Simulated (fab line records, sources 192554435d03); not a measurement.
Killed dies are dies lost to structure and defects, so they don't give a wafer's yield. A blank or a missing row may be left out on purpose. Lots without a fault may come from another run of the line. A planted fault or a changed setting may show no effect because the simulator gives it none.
Split-lot experiment | flow n5_finfet | 7 lots, 21 wafers read, on a route of 1938 steps

THE SPLIT
At N5_BEOL_M11_COAT_22 (resist thk 90 nm), the setting spin_rpm was moved away from the recipe's 1500 rpm on 9 of the 21 wafers read, by -8.5% to +6.1%. The other wafers ran this setting at the recipe's value.

FROM THE SPLIT TO THE READING: what the file shows between them, 5 steps
- N5_BEOL_M11_EBR_24
- N5_BEOL_M11_SOFTBAKE_23: time 60 s
- N5_BEOL_M11_EXPOSE_25: exposes mask V10
- N5_BEOL_M11_PEB_26: peb time 60 s
- N5_BEOL_M11_DEVELOP_27: develop time 30 s

THE READING
CAR-ArF_of_BEOL_M11_COAT_22.thk_nm (the simulator's own value, which no gauge read), in nm, at N5_BEOL_M11_DESCUM_33 (chemistry O2, time 7.9 s). The file gives no usual value for it. The 12 wafers here that ran the recipe average 83.7 nm, standard deviation 0.33 nm.

wafer  | tool, chamber at the split | spin_rpm as run, rpm | against the recipe | CAR-ArF_of_BEOL_M11_COAT_22.thk_nm, nm | against lot-mates on the recipe
L074.3 | litho_track-02, 0          | 1592                 | +6.1%              | 81.2                                   | -2.6
L074.4 | litho_track-02, 0          | 1592                 | +6.1%              | 81.2                                   | -2.6
L074.6 | litho_track-02, 0          | 1500                 | recipe             | 83.8                                   | -
L075.2 | litho_track-03, 0          | 1500                 | recipe             | 83.2                                   | -
L075.3 | litho_track-03, 0          | 1426                 | -4.9%              | 85.6                                   | +2.4
L075.5 | litho_track-03, 0          | 1426                 | -4.9%              | 85.6                                   | +2.4
L083.2 | litho_track-01, 0          | 1500                 | recipe             | 84                                     | -
L083.4 | litho_track-01, 0          | 1500                 | recipe             | 84                                     | -
L083.3 | litho_track-01, 0          | 1500                 | recipe             | 84.2                                   | -
L088.2 | litho_track-02, 0          | 1500                 | recipe             | 84                                     | -
L088.5 | litho_track-02, 0          | 1500                 | recipe             | 84                                     | -
L088.3 | litho_track-02, 0          | 1500                 | recipe             | 83.8                                   | -
L091.3 | litho_track-03, 0          | 1500                 | recipe             | 83.4                                   | -
L091.4 | litho_track-03, 0          | 1500                 | recipe             | 83.4                                   | -
L091.5 | litho_track-03, 0          | 1437                 | -4.2%              | 85.2                                   | +1.8
L096.1 | litho_track-01, 0          | 1372                 | -8.5%              | 87.4                                   | +4.2
L096.2 | litho_track-01, 0          | 1372                 | -8.5%              | 87.4                                   | +4.2
L096.3 | litho_track-01, 0          | 1500                 | recipe             | 83.2                                   | -
L097.2 | litho_track-03, 0          | 1447                 | -3.5%              | 85.2                                   | +1.6
L097.3 | litho_track-03, 0          | 1447                 | -3.5%              | 84.8                                   | +1.2
L097.4 | litho_track-03, 0          | 1500                 | recipe             | 83.6                                   | -

THE FIT
A straight line over all 21 wafers: CAR-ArF_of_BEOL_M11_COAT_22.thk_nm changes by -0.411 nm for each +1% of spin_rpm; r = -0.98; the points scatter about the line by 0.29 nm.
The same after taking each lot's own level away (the mean of its wafers on the recipe; 21 wafers): -0.461 nm for each +1%; r = -1.00; scatter 0.16 nm.
On that fit, the largest move of spin_rpm shifts the reading by 3.9 nm.
The lots' own levels span 83.20 to 84.07 nm, that is 2.6 times the standard deviation above.
So the lot-to-lot level changes the slope: the two fits differ.
Check: with one of the wafers moved furthest among these (-8.5%) left out of the fit, the line predicts +3.89 nm for it against its lot-mates. It came out at +4.2 nm against them.

OTHER SPLITS ON THESE WAFERS
These wafers also went through other splits before the reading. Each is held against what the fit with the lots' levels taken away leaves over:
other split on the same wafers   | wafers away from the commonest value | r with CAR-ArF_of_BEOL_M11_COAT_22.thk_nm (lot level and that fit taken away)
N5_BEOL_M9_TRENCH_ETCH_37 bias_w | 8                                    | -0.24
N5_BEOL_M10_ETCH_41 source_w     | 7                                    | +0.30
N5_BEOL_M11_COAT_63 spin_rpm     | 3                                    | -0.48

THE WHOLE CHAIN: every reading that the file lists as answering this split, in the file's order
step                   | what it does             | reading                                                                             | change (the file's fit)               | r (the file's)
N5_BEOL_M11_COAT_22    | resist thk 90 nm         | CAR-ArF_of_BEOL_M11_COAT_22.thk_nm (the simulator's own value, which no gauge read) | -0.465 nm for each +1% of the setting | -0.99
N5_BEOL_M11_DEVELOP_27 | develop time 30 s        | CAR-ArF_of_BEOL_M11_COAT_22.thk_nm (the simulator's own value, which no gauge read) | -0.454 nm for each +1% of the setting | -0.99
N5_BEOL_M11_DESCUM_33  | chemistry O2, time 7.9 s | CAR-ArF_of_BEOL_M11_COAT_22.thk_nm (the simulator's own value, which no gauge read) | -0.462 nm for each +1% of the setting | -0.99

THE FILE'S OWN FIT
CAR-ArF_of_BEOL_M11_COAT_22.thk_nm changes by -0.462 nm for each +1% of spin_rpm, r = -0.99.
